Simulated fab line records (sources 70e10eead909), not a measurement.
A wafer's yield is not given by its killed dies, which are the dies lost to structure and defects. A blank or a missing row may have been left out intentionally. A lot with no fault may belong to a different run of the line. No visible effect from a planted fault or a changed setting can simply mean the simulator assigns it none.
Which tool was responsible? :: flow nand_harc :: 11 lots with 33 wafers sampled at 5 steps, on a route of 1302 steps

== WHAT THE GAUGES SHOWED, per wafer ==
NHARC_END_SORT_01.
lot: L877
measured: day 24 19:07
on: prober-02
defect_limited_yield (%): 95.7 97.6 95.0

lot: L884
measured: day 27 06:38
on: prober-02
defect_limited_yield (%): 93.1 93.1 91.1

lot: L886
measured: day 28 17:27
on: prober-01
defect_limited_yield (%): 90.5 90.5 88.5

lot: L894
measured: day 32 04:50
on: prober-01
defect_limited_yield (%): 88.5 89.8 88.5

== TOOL THAT RAN EACH LOT (tool first, then ch and the chambers of the sampled wafers, then the start) ==
lot: L878
NHARC_P_GATE_STRIP_76: plasma_asher-02 ch 0,1, day 6 07:41
NHARC_P_CONTACT_CMP_24: cmp-01 ch 1,2,3, day 6 16:11
NHARC_P_M0_PVD_20: pvd_sputter-03, day 6 18:40
NHARC_P_M1_ETCH_28: rie_diel-06 ch 0,2,3, no start

lot: L877
NHARC_P_GATE_STRIP_76: plasma_asher-01 ch 0,1, day 6 08:11
NHARC_P_CONTACT_CMP_24: cmp-04 ch 0,2,3, day 6 16:47
NHARC_P_M0_PVD_20: pvd_sputter-01, day 6 19:18
NHARC_P_M1_ETCH_28: rie_diel-05 ch 1,2,3, day 24 19:07 or earlier

lot: L880
NHARC_P_GATE_STRIP_76: plasma_asher-01 ch 0,1, day 7 07:01
NHARC_P_CONTACT_CMP_24: cmp-01 ch 1,2,3, day 7 15:22
NHARC_P_M0_PVD_20: pvd_sputter-02, day 7 17:47
NHARC_P_M1_ETCH_28: rie_diel-05 ch 0,1,3, no start

lot: L881
NHARC_P_GATE_STRIP_76: plasma_asher-02 ch 0,1, day 7 15:29
NHARC_P_CONTACT_CMP_24: cmp-04 ch 1,2,3, day 8 00:38
NHARC_P_M0_PVD_20: pvd_sputter-02, day 8 03:14
NHARC_P_M1_ETCH_28: rie_diel-10 ch 1,2,3, no start

lot: L884
NHARC_P_GATE_STRIP_76: plasma_asher-02 ch 0,1, day 8 18:51
NHARC_P_CONTACT_CMP_24: cmp-01 ch 2,3, day 9 04:02
NHARC_P_M0_PVD_20: pvd_sputter-02, day 9 06:37
NHARC_P_M1_ETCH_28: rie_diel-10 ch 1,2,3, day 27 06:38 or earlier

lot: L883
NHARC_P_GATE_STRIP_76: plasma_asher-01 ch 0,1, day 8 19:01
NHARC_P_CONTACT_CMP_24: cmp-03 ch 0,2,3, day 9 04:33
NHARC_P_M0_PVD_20: pvd_sputter-03, day 9 07:10
NHARC_P_M1_ETCH_28: rie_diel-05 ch 0,1,2, no start

lot: L885
NHARC_P_GATE_STRIP_76: plasma_asher-01 ch 0, day 9 10:04
NHARC_P_CONTACT_CMP_24: cmp-04 ch 0,3, day 9 18:37
NHARC_P_M0_PVD_20: pvd_sputter-01, day 9 21:10
NHARC_P_M1_ETCH_28: rie_diel-06 ch 0,1, no start

lot: L886
NHARC_P_GATE_STRIP_76: plasma_asher-01 ch 0,1, day 9 18:26
NHARC_P_CONTACT_CMP_24: cmp-03 ch 0,1, day 10 02:54
NHARC_P_M0_PVD_20: pvd_sputter-01, day 10 05:41
NHARC_P_M1_ETCH_28: rie_diel-05 ch 0,1, day 28 17:27 or earlier

lot: L893
NHARC_P_GATE_STRIP_76: plasma_asher-01 ch 0,1, day 12 23:31
NHARC_P_CONTACT_CMP_24: cmp-03 ch 1,2,3, day 13 07:50
NHARC_P_M0_PVD_20: pvd_sputter-02, day 13 10:22
NHARC_P_M1_ETCH_28: rie_diel-05 ch 1,2,3, no start

lot: L894
NHARC_P_GATE_STRIP_76: plasma_asher-02 ch 0,1, day 13 00:11
NHARC_P_CONTACT_CMP_24: cmp-04 ch 1,2,3, day 13 08:48
NHARC_P_M0_PVD_20: pvd_sputter-03, day 13 11:47
NHARC_P_M1_ETCH_28: rie_diel-06 ch 0,1,3, day 32 04:50 or earlier

lot: L895
NHARC_P_GATE_STRIP_76: plasma_asher-02 ch 0,1, day 13 09:22
NHARC_P_CONTACT_CMP_24: cmp-01 ch 0,3, day 13 17:56
NHARC_P_M0_PVD_20: pvd_sputter-02, day 13 20:22
NHARC_P_M1_ETCH_28: rie_diel-10 ch 1,2, no start
- NHARC_P_GATE_STRIP_76: strips in O2.
- NHARC_P_CONTACT_CMP_24: polishes, t overpolish 30 s, target thk 200 nm.
- NHARC_P_M0_PVD_20: deposits TaN, target thk 5 nm, time 8.06 s.
- NHARC_P_M1_ETCH_28: etches the open film in CF4/N2, target depth 30 nm, time 72.99 s.

== THE ANSWER, worked out from the rows above alone ==
Rule: usual is defined by the lots themselves. Put in order of their means at a reading, lots are off if they are a third of the lots or fewer, leave a main group of 4 or more, and stand apart from it by a gap of 3 or more times the standard deviation of the main group's means; of several such gaps the widest counts. A main group is skipped when, at the precision printed for the reading in the tables above, its means are all equal. Also off: a lot with no number at a reading for which 4 or more lots have one. Any other lot the step has rows for is counted as sound.
Across all readings shown, no lot is off: no conclusion can be drawn from this.

== WHAT WAS PUT IN BY THE SIMULATOR ==
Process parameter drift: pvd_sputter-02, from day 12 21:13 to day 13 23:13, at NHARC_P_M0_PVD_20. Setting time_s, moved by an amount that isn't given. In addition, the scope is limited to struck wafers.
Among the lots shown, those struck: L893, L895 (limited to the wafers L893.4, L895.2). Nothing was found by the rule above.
